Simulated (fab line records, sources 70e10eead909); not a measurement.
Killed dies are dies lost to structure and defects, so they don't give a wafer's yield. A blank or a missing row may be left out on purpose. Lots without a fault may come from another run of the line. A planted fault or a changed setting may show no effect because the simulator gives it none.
Which tool did it? | flow nand_harc | 12 lots, 36 wafers sampled, at 1 step of a route of 1159

WHAT THE GAUGES READ, wafer by wafer
NHARC_P_BONDPAD_CD_MEAS_13.
lot  | measured     | on        | cd_nm (nm)
L077 | day 7 04:49  | cd_sem-03 | 502.0 501.4 497.1
L078 | day 7 07:58  | cd_sem-02 | 499.7 499.7 499.9
L079 | day 7 23:15  | cd_sem-03 | 498.1 499.2 499.7
L081 | day 8 02:43  | cd_sem-02 | 501.1 496.8 495.6
L083 | day 8 20:22  | cd_sem-02 | 501.7 500.9 498.4
L086 | day 9 14:13  | cd_sem-02 | 500.5 499.0 501.1
L085 | day 9 23:21  | cd_sem-03 | 501.9 498.7 496.4
L089 | day 10 05:44 | cd_sem-03 | 503.9 499.6 496.2
L091 | day 10 12:59 | cd_sem-02 | 497.4 497.9 500.4
L092 | day 10 22:40 | cd_sem-02 | 495.4 501.3 498.6
L096 | day 11 15:35 | cd_sem-03 | 503.2 502.7 498.6
L097 | day 12 17:59 | cd_sem-03 | 495.0 497.7 496.3

WHICH TOOL RAN EACH LOT (tool, then ch and the chambers of the sampled wafers, then the start)
The record holds no process step before these readings.

THE ANSWER, worked out from the rows above alone
Rule: what is usual is taken from the lots themselves. Put in order of their means at a reading, lots are off if they are a third of the lots or fewer, leave a main group of 4 or more, and stand apart from it by a gap of 3 or more times the standard deviation of the main group's means; of several such gaps the widest counts. A main group whose means are all the same, to the digits that the tables above print for the reading, isn't used. A lot without any number at a reading at which 4 lots or more have one is off too. The other lots that the step has rows for count as sound.
No lot is off at any reading shown: from this, nothing can be told.

WHAT THE SIMULATOR HAD PUT IN
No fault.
